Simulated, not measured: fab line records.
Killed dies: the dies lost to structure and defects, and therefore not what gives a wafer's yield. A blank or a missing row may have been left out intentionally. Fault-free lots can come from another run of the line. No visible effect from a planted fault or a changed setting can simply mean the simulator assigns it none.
Chamber matching	flow nand harc	NHARC_A_BLC_ALD_23 on ald metal-03 has 4 sister chambers
The step deposits TiN, target thk 3 nm, pulse time 1 s, ald cycles 150. 24 wafers are shown with their chamber, then 12 later ones without.

## EACH WAFER AND ITS CHAMBER
wafer	chamber	heater power w (W)	precursor pulse height rel
L075.1	2	1044	1.023
L075.3	0	1047	0.987
L075.6	1	1168	0.975
L077.2	0	1034	1.035
L077.4	1	1164	1.001
L077.5	1	1174	0.992
L078.1	0	1044	0.954
L078.5	3	966	1.013
L078.6	2	1053	0.999
L080.1	3	987	1.002
L080.2	1	1146	1.002
L080.4	0	1030	1.008
L081.2	3	1014	0.998
L081.4	0	1013	0.989
L081.6	2	1039	0.972
L087.1	2	1035	0.978
L087.5	1	1153	0.984
L087.6	2	1063	0.997
L086.1	3	1017	1.021
L086.2	2	1017	1.004
L086.5	2	1047	1.025
L085.2	2	1031	1.017
L085.3	3	978	1.003
L085.5	2	1055	0.977

SIGNATURES (averages over the wafers above)
reading	chamber 0	chamber 1	chamber 2	chamber 3	scatter within a chamber
heater power w	1033.60	1161.00	1042.67	992.40	15.5
precursor pulse height rel	0.99460	0.99080	0.99911	1.00740	0.0196
Rule: distance of a wafer from a chamber = root of the sum over the readings of ((wafer's reading minus chamber's mean) / reading's scatter) squared. The wafer belongs to the nearest chamber; if the next one is less than 2 further off, it can't be placed. The scatter is the square root of a quotient: the sum, over the shown wafers, of each reading's squared deviation from its chamber's mean, divided by wafers minus chambers.

## WAFERS WITHOUT THEIR CHAMBER
wafer	heater power w (W)	precursor pulse height rel
L089.2	1044	1.011
L089.5	1047	0.999
L089.6	977	0.983
L091.2	998	0.971
L091.4	1044	1.036
L091.6	998	1.009
L094.2	1058	0.992
L094.5	1046	1.009
L094.6	1003	0.985
L097.3	1069	0.976
L097.4	1030	1.004
L097.6	1152	0.985

## THE CHAMBER EACH PASSED THROUGH
wafer	from the rows above	in truth
L089.2	can't be placed: 2 or 0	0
L089.5	can't be placed: 2 or 0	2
L089.6	3	3
L091.2	can't be placed: 3 or 0 or 2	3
L091.4	can't be placed: 2 or 0 or 3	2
L091.6	3	3
L094.2	can't be placed: 2 or 0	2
L094.5	can't be placed: 2 or 0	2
L094.6	can't be placed: 3 or 0 or 2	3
L097.3	can't be placed: 2 or 0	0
L097.4	can't be placed: 0 or 2 or 3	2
L097.6	1	1
3 of 12 placed correctly. Unplaceable from these rows: 9, with the true chamber sitting among the candidates in 9. 0 placed wrongly.
